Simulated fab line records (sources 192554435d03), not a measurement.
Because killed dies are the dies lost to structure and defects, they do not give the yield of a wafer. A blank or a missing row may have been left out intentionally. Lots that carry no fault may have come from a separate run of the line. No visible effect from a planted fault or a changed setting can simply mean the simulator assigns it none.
Comparing a struck lot with a sound one    flow n5Finfet    16 steps out of a route of 1938
Sound: wafers L380.3, L380.4, L380.5. Struck: wafer L382.5. (L382.1 of the same lot was not struck and is left out.) The cause comes at the end.
At each step with rows: each side's tool, then ch and its chambers, then its first start. Under that, the readings that differ: sound wafers    struck wafers    difference of the means    sigmas: that difference in standard deviations of wafers without a fault.
alike: readings with means less than 2 such deviations apart, plus words and numbers identical on both sides. not compared: withheld readings, readings lacking a value on some wafer, bounds such as >300 that could conceal the same value, and numbers that have no deviation in the record and whose values overlap.
A row with sigmas, a row that says differs or no value, or rows on one side alone: a step with any of these is where the two part. Numbers that don't overlap but have no deviation are shown without sigmas and don't part them. A reading that every wafer of one side lacks parts them only if that side has two wafers or more.

first, 1 step without rows for these wafers: N5_BEOL_M1_CMP_52 (polishes, stops on SiOC, t overpolish 6.8 s, target thk 40 nm).
N5_BEOL_M1_THK_MEAS_53: measures by xrf.
  sound on filmMetro-01, day 7 15:53; struck on filmMetro-01, day 8 11:43
  alike: M1_THK
then, 1 step without rows for these wafers: N5_BEOL_M1_PRE_CLEAN_60 (time 15 s).
N5_BEOL_M1_CO_CAP_55: material Co, precursor CCTBA/H2, target thk 2 nm, time 102.1 s.
  sound on cvdCo-01 ch 0,1,2, day 7 15:58; struck on cvdCo-01 ch 2, day 8 11:47
  alike: heaterPowerW
then, 1 step without rows for these wafers: N5_BEOL_M1_PRE_CLEAN_56 (time 15 s).
N5_BEOL_M1_DEP_57: deposits SiCN from 3MS/NH3, target thk 8 nm, time 14 s.
  sound on pecvd-03 ch 1,2, day 7 16:07; struck on pecvd-02 ch 1, day 8 11:55
reading               sound        struck  difference  sigmas
throttleValvePct (%)  9.0 9.2 9.0  9.8     +0.7        +2
  alike: showerheadPlenumPTorr
N5_BEOL_M1_RS_MEAS_58: uses a four-point probe to measure.
  sound on filmMetro-01, day 7 16:11; struck on filmMetro-02, day 8 11:59
  alike: M1_RS
N5_BEOL_M1_INSPECT_59: inspects for defects (darkfield).
  sound on defectInspect-02, day 7 16:12; struck on defectInspect-01, day 8 12:00
  alike: rawDefectCount
N5_BEOL_M2_ILD_DEP_00: deposits SiOC from DEMS/O2, target thk 79 nm, time 15.3 s.
  sound on pecvd-04 ch 0,1,2, day 7 16:14; struck on pecvd-04 ch 0, day 8 12:02
  alike: heaterPowerW, showerheadPlenumPTorr, throttleValvePct
N5_BEOL_M2_THK_MEAS_01:
  sound on filmMetro-02, day 7 16:19; struck on filmMetro-02, day 8 12:07
reading          sound           struck  difference  sigmas
M2_ILD_THK (nm)  75.5 77.2 77.7  80.6    +3.8        +3
N5_BEOL_M2_PECVD_72: deposits SiO2 from TEOS/O2, target thk 16 nm, time 18 s.
  sound on pecvd-01 ch 0,1,2, day 7 16:20; struck on pecvd-03 ch 0, day 8 12:08
  alike: heaterPowerW, showerheadPlenumPTorr, throttleValvePct
N5_BEOL_M2_HM_DEP_02: deposits TiN, target thk 20 nm.
  sound on pvdSputter-02, day 7 17:49; struck on pvdSputter-01, day 8 12:48
  alike: throttleValvePct
N5_BEOL_M2_COAT_61: time 60 s, resist thk 60 nm.
  sound on lithoTrack-05 ch 0, day 7 17:57; struck on lithoTrack-05 ch 0, day 8 12:56
reading                sound              struck  difference  sigmas
heaterPowerTotalW (W)  499.6 502.3 502.2  617.9   +116.5      +65
runLengthS (s)         66.12 66.07 66.22  48.60   -17.54      -73
then, 1 step without rows for these wafers: N5_BEOL_M2_COAT_62 (time 60 s, resist thk 12 nm).
N5_BEOL_M4_RC_MEAS_101:
  sound on prober-02 ch 0, day 9 16:00; struck on prober-02 ch 0, day 10 10:27
  alike: DIBL_N, DIBL_P, IOFF_N, IOFF_P, ION_N, ION_P, SS_N, SS_P, VT_N, VT_P
following that, these wafers have no rows for 1 step: N5_PASSIVATION_PROBE_49.

WHERE THEY PART
Last at N5_BEOL_M2_COAT_61 as far as this record goes, first at N5_BEOL_M1_DEP_57. Later steps at which nothing parts them and some readings are alike: N5_BEOL_M4_RC_MEAS_101.

WHY: whatever the simulator had introduced
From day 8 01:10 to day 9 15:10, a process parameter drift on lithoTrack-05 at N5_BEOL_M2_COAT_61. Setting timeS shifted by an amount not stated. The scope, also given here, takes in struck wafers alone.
